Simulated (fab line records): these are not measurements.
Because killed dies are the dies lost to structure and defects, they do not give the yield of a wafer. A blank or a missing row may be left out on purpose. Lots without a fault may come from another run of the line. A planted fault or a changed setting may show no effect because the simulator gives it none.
8D (eight disciplines) problem report, filled in by code    flow n5 finfet    the parts of the form that need people (team, actions taken, sign-off) are left out

## 1. WHAT WENT WRONG
susceptor temp C at N5_BEOL_M11_PECVD_70 reads a mean of 381.32 C on 6 wafers of 2 lots; wafers without a fault read 400.00 C with a standard deviation of 0.23. That is -81 standard deviations from the usual mean.
The step: deposits SiO2 from TEOS/O2, target thk 20 nm, time 22.7 s.
The first sign was on wafer L451.1 at day 11 10:31, on pecvd-03. The record has a number at this step for 33 wafers belonging to 11 lots. Rule for "out", or "out of limits": more than 4 standard deviations from the usual mean. Any other wafer with a number is counted as sound.

## 2. WHAT THIS IS AND IS NOT
question                     is                      is not
which readings at this step  susceptor temp C        heater power w, showerhead plenum p Torr, throttle valve pct
which lots                   L451, L453              L447, L450, L454, L458, L462, L464, L468, L469, L470
which wafers of those lots   all that have a number  -
read on which tools          pecvd-03                pecvd-01, pecvd-02
when                         from day 11 10:31       up to then (6 sound wafers); but 21 sound wafers of L454, L458, L462, L464, L468, L469, L470 came after

## 3. THE SUSPECTS, EACH WITH WHAT RULES IT OUT
Counting: any tool at a process step up to the reading is kept as a suspect provided that every lot that is out went through it and no sound lot did after the first of them.
- pecvd-03 at N5_BEOL_M11_PECVD_70 (deposits SiO2 from TEOS/O2, target thk 20 nm, time 22.7 s): ruled out as a lasting fault. Sound lots L468 ran on it after its first lot that is out, L451 (day 11 10:31).
Left after counting: nothing in the record.

## 4. THE CAUSE (what the simulator had put in)
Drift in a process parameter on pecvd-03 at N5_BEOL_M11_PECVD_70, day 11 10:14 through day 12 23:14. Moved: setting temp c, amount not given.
Counting ruled it out, wrongly.

## 5. THE EFFECT CHAIN, in route order
One row per reading whose mean, taken over the struck wafers that have a number, lies over 3 standard deviations from the usual. Only readings whose record carries a usual standard deviation are examined. hours: median over the lots of the time between each lot's start at the first step of this table that gives one and its start at this step. sigmas: the change, counted in usual standard deviations.
hours  step                  reading                   usual     on struck wafers  change  sigmas
0      N5_BEOL_M11_PECVD_70  susceptor temp C          400.00 C  381.32            -18.68  -81
8      N5_BEOL_M11_CMP_52    barrier field endpoint s  28.9 s    31.8              +2.9    +3.6
It contains these process steps:
- N5_BEOL_M11_PECVD_70: deposits SiO2 from TEOS/O2, target thk 20 nm, time 22.7 s.
- N5_BEOL_M11_CMP_52: polishes, stops on SiCOH lowk, t overpolish 7 s, target thk 140 nm.

## 6. WHAT WOULD HAVE CAUGHT IT SOONER
In this record no reading fell out of limits until day 11 10:31, 0 hours after the fault had begun at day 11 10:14.
